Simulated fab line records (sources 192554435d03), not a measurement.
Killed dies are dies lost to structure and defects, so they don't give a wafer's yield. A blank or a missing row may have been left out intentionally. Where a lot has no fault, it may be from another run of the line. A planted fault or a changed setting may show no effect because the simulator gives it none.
Which of the tools did it? + flow n5_finfet + 29 wafers from 10 lots sampled at 5 of the route's 1938 steps

== WHAT EACH GAUGE READ, for each wafer ==
N5_FIN_SAQP_OCD_MEAS_76. Usual: trench_depth_nm 120.0 nm, standard deviation 1.9.
| lot  | measured    | on     | trench_depth_nm (nm) | flag |
|------|-------------|--------|----------------------|------|
| L281 | day 2 05:09 | ocd-02 | 119.3 118.3 120.0    |      |
| L284 | day 2 20:49 | ocd-02 | 120.5 119.7 117.1    |      |
| L285 | day 3 05:40 | ocd-02 | 122.8 120.2 121.0    |      |
| L288 | day 3 20:40 | ocd-01 | 120.3 121.3 121.7    |      |
| L290 | day 4 10:59 | ocd-01 | 118.9 120.7 119.1    |      |
| L293 | day 5 09:02 | ocd-02 | 121.3 119.6 117.3    |      |
| L294 | day 5 12:17 | ocd-02 | 118.9 122.6 122.7    |      |
| L295 | day 5 16:51 | ocd-01 | 120.2 118.7 120.4    |      |
| L296 | day 5 23:13 | ocd-01 | 118.1 116.3 121.8    |      |
| L300 | day 6 20:47 | ocd-02 | 121.7 121.2          |      |

N5_FIN_SAQP_INSPECT_40: inspects for defects (brightfield). Usual: raw_defect_count 245, standard deviation 99.
| lot  | measured    | on                | raw_defect_count | flag |
|------|-------------|-------------------|------------------|------|
| L281 | day 2 05:11 | defect_inspect-02 | 240 261 233      |      |
| L284 | day 2 20:50 | defect_inspect-01 | 245 210 176      |      |
| L285 | day 3 05:42 | defect_inspect-01 | 248 276 306      |      |
| L288 | day 3 20:42 | defect_inspect-01 | 234 282 244      |      |
| L290 | day 4 11:01 | defect_inspect-01 | 261 169 249      |      |
| L293 | day 5 09:04 | defect_inspect-02 | 336 313 237      |      |
| L294 | day 5 12:19 | defect_inspect-02 | 364 285 295      |      |
| L295 | day 5 16:53 | defect_inspect-01 | 172 199 234      |      |
| L296 | day 5 23:15 | defect_inspect-01 | 138 162 105      |      |
| L300 | day 6 20:49 | defect_inspect-01 | 142 238          |      |

N5_FIN_CUT_CD_MEAS_08: target cd 29.1 nm. Usual: cd_nm 29.04 nm, standard deviation 0.24.
| lot  | measured    | on        | cd_nm (nm)        | flag |
|------|-------------|-----------|-------------------|------|
| L281 | day 2 05:29 | cd_sem-03 | 29.24 28.96 29.02 |      |
| L284 | day 2 21:08 | cd_sem-03 | 28.97 28.74 29.40 |      |
| L285 | day 3 06:08 | cd_sem-02 | 29.03 28.94 29.15 |      |
| L288 | day 3 21:08 | cd_sem-01 | 28.92 29.03 29.05 |      |
| L290 | day 4 11:27 | cd_sem-03 | 29.05 28.98 28.87 |      |
| L293 | day 5 09:29 | cd_sem-01 | 29.06 29.41 28.95 |      |
| L294 | day 5 12:47 | cd_sem-01 | 29.17 28.97 29.10 |      |
| L295 | day 5 17:19 | cd_sem-02 | 29.51 29.12 28.74 |      |
| L296 | day 5 23:33 | cd_sem-02 | 28.95 28.76 28.75 |      |
| L300 | day 6 21:15 | cd_sem-03 | 29.15 28.74       |      |

N5_BEOL_M4_RC_MEAS_101. Usual: DIBL_N 36.2 mV/V, standard deviation 1.5; DIBL_P 36.4 mV/V, standard deviation 2.1; IOFF_N 0.16 nA/um, standard deviation 0.031; IOFF_P 0.21 nA/um, standard deviation 0.037; ION_N 679 uA/um, standard deviation 11; ION_P 465 uA/um, standard deviation 7.7; SS_N 71.4 mV/dec, standard deviation 0.55; SS_P 73.2 mV/dec, standard deviation 0.63; VT_N 249 mV, standard deviation 3.3; VT_P -250 mV, standard deviation 3.4.
| lot  | measured     | on        | DIBL_N (mV/V)  | DIBL_P (mV/V)  | IOFF_N (nA/um) | IOFF_P (nA/um) | ION_N (uA/um) | ION_P (uA/um) | SS_N (mV/dec)  | SS_P (mV/dec)  | VT_N (mV)   | VT_P (mV)      | flag |
|------|--------------|-----------|----------------|----------------|----------------|----------------|---------------|---------------|----------------|----------------|-------------|----------------|------|
| L281 | day 8 03:11  | prober-02 | 36.6 37.2 39.9 | 38.2 38.7 40.6 | 0.15 0.17 0.22 | 0.21 0.21 0.24 | 675 677 694   | 463 462 465   | 72.2 71.7 72.0 | 74.0 73.7 74.3 | 249 247 244 | -253 -252 -250 |      |
| L284 | day 8 15:56  | prober-02 | 35.4 35.4 35.0 | 37.8 38.0 38.6 | 0.16 0.16 0.16 | 0.21 0.22 0.22 | 684 673 680   | 464 463 469   | 71.1 71.4 71.7 | 73.1 74.1 72.9 | 250 252 246 | -249 -249 -248 |      |
| L285 | day 9 02:04  | prober-01 | 36.2 36.6 36.1 | 35.0 36.3 35.0 | 0.17 0.18 0.16 | 0.23 0.25 0.24 | 682 670 667   | 467 465 464   | 72.2 71.1 71.3 | 73.1 73.9 74.1 | 249 248 251 | -249 -244 -244 |      |
| L288 | day 10 08:27 | prober-02 | 36.1 37.5 34.2 | 37.4 40.0 36.7 | 0.15 0.18 0.13 | 0.18 0.22 0.17 | 668 683 663   | 453 461 454   | 72.2 72.6 71.3 | 73.5 73.6 73.4 | 252 249 255 | -254 -251 -255 |      |
| L290 | day 11 00:33 | prober-01 | 37.2 35.9 39.3 | 35.5 34.6 39.4 | 0.14 0.13 0.20 | 0.16 0.15 0.22 | 685 672 696   | 457 448 471   | 71.5 70.8 72.7 | 72.6 72.3 73.3 | 251 253 247 | -257 -257 -256 |      |
| L293 | day 11 07:14 | prober-02 | 38.8 34.0 37.5 | 39.5 34.5 38.3 | 0.22 0.14 0.20 | 0.29 0.21 0.27 | 700 680 692   | 477 470 481   | 72.2 70.5 72.0 | 73.8 72.9 73.9 | 244 250 248 | -246 -247 -247 |      |
| L294 | day 11 13:28 | prober-01 | 38.1 36.2 38.5 | 37.1 34.5 36.3 | 0.21 0.17 0.20 | 0.23 0.20 0.22 | 688 685 688   | 457 465 464   | 72.2 71.8 71.9 | 73.6 73.4 73.7 | 243 244 248 | -248 -252 -250 |      |
| L295 | day 11 14:49 | prober-01 | 37.4 35.4 37.1 | 36.0 35.0 36.2 | 0.17 0.14 0.16 | 0.22 0.20 0.22 | 666 672 683   | 461 463 470   | 72.2 71.1 72.7 | 73.8 73.4 73.7 | 253 254 253 | -248 -253 -249 |      |
| L296 | day 11 18:20 | prober-02 | 33.9 36.5 36.3 | 34.1 37.3 37.6 | 0.14 0.19 0.19 | 0.18 0.24 0.24 | 675 692 685   | 463 475 469   | 71.0 72.0 71.5 | 72.3 73.5 73.3 | 250 244 245 | -252 -247 -247 |      |
| L300 | day 12 18:43 | prober-02 | 34.6 35.2      | 34.6 34.7      | 0.13 0.13      | 0.20 0.20      | 650 659       | 458 460       | 71.4 71.3      | 72.5 72.6      | 249 250     | -248 -247      |      |

== EACH LOT AND THE TOOL THAT RAN IT (in order: tool; ch and the chambers of the sampled wafers; start) ==
| lot  | N5_FIN_CUT_CUT_ETCH_26            |
|------|-----------------------------------|
| L281 | rie_diel-05 ch 0,1, day 2 06:03   |
| L284 | rie_diel-04 ch 0,2,3, day 2 21:43 |
| L285 | rie_diel-06 ch 0,3, day 3 06:41   |
| L288 | rie_diel-05 ch 2,3, day 3 21:41   |
| L290 | rie_diel-06 ch 1,2,3, day 4 12:01 |
| L293 | rie_diel-04 ch 2,3, day 5 10:03   |
| L294 | rie_diel-05 ch 1,2,3, day 5 13:38 |
| L295 | rie_diel-06 ch 0,2, day 5 17:57   |
| L296 | rie_diel-06 ch 0,2,3, day 6 00:07 |
| L300 | rie_diel-05 ch 2, day 6 21:55     |
- N5_FIN_CUT_CUT_ETCH_26: etches SiNx in CH3F/O2, target depth 39 nm, time 55.7 s.

== WHAT THE TOOLS THEMSELVES READ (means of the sampled wafers that have a number; where no wafer has one, the mark that the record gives instead) ==
N5_FIN_CUT_CUT_ETCH_26. Usual: drypump_motor_current_A is 5.5 A with standard deviation 0.41, oes_o_777_au is 0.79 a.u. with standard deviation 0.087, oes_product_au is 0.80 a.u. with standard deviation 0.092, rf_fwd_power_W is 391.5 W with standard deviation 1.4, rf_vpp_V is 297 V with standard deviation 3.8, showerhead_plenum_p_Torr is 2.00 Torr with standard deviation 0.086, and throttle_valve_pct is 16.41 % with standard deviation 0.21.
| lot  | tool        | drypump_motor_current_A (A) | oes_o_777_au (a.u.) | oes_product_au (a.u.) | rf_fwd_power_W (W) | rf_vpp_V (V) | showerhead_plenum_p_Torr (Torr) | throttle_valve_pct (%) | flag |
|------|-------------|-----------------------------|---------------------|-----------------------|--------------------|--------------|---------------------------------|------------------------|------|
| L281 | rie_diel-05 | 5.6                         | 0.76                | 0.77                  | 391.5              | 297          | 1.94                            | 16.37                  |      |
| L284 | rie_diel-04 | 5.9                         | 0.82                | 0.81                  | 390.8              | 296          | 2.02                            | 16.57                  |      |
| L285 | rie_diel-06 | 5.8                         | 0.76                | 0.77                  | 391.7              | 295          | 1.98                            | 16.62                  |      |
| L288 | rie_diel-05 | 5.0                         | 0.78                | 0.78                  | 391.1              | 292          | 1.97                            | 16.46                  |      |
| L290 | rie_diel-06 | 5.5                         | 0.75                | 0.76                  | 391.4              | 301          | 2.03                            | 16.30                  |      |
| L293 | rie_diel-04 | 5.8                         | 0.75                | 0.73                  | 391.5              | 296          | 2.02                            | 16.65                  |      |
| L294 | rie_diel-05 | 5.1                         | 0.77                | 0.77                  | 392.5              | 295          | 1.94                            | 16.42                  |      |
| L295 | rie_diel-06 | 5.8                         | 0.93                | 0.90                  | 422.4              | 290          | 2.12                            | 16.49                  | OFF  |
| L296 | rie_diel-06 | 5.8                         | 0.89                | 0.86                  | 422.2              | 290          | 2.11                            | 16.37                  | OFF  |
| L300 | rie_diel-05 | 4.8                         | 0.77                | 0.77                  | 392.8              | 292          | 2.01                            | 16.52                  |      |

== THE ANSWER, worked out from the rows above alone ==
Rule: a lot is off if the mean of its wafers that have a number lies more than 3 standard deviations from the usual mean. Also off: a lot with no number at a reading for which 4 or more lots have one. Any other lot the step has rows for is counted as sound. After the gauges, taken in route order, come the tools' own readings; for these a lot's mean is taken, as printed above. At the first step where some lot is off, the reading lying furthest off is the one used; lots without a number count as furthest.
Off: L295, L296 (N5_FIN_CUT_CUT_ETCH_26, rf_fwd_power_W).
If a tool, at that step or one of the process steps before it, ran each lot that is off and ran no sound lot following the first of them, it fits. One candidate fits, namely rie_diel-06 at N5_FIN_CUT_CUT_ETCH_26. A fault onset in the window from L290 (day 4 12:01, its last sound lot) to L295 (day 5 17:57, its first lot off) fits.
The tool's own readings at N5_FIN_CUT_CUT_ETCH_26 bear it out: on the lots that are off they differ by more than 5 times the standard deviation of the sound lots' means. oes_o_777_au reads 0.91 a.u. there against 0.77 a.u. on the sound lots; oes_product_au reads 0.88 a.u. there against 0.77 a.u. on the sound lots; rf_fwd_power_W reads 422.3 W there against 391.7 W on the sound lots.

== WHAT HAD BEEN PUT IN BY THE SIMULATOR ==
rie_diel-06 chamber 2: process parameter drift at N5_FIN_CUT_CUT_ETCH_26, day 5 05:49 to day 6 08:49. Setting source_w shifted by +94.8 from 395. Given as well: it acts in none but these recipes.
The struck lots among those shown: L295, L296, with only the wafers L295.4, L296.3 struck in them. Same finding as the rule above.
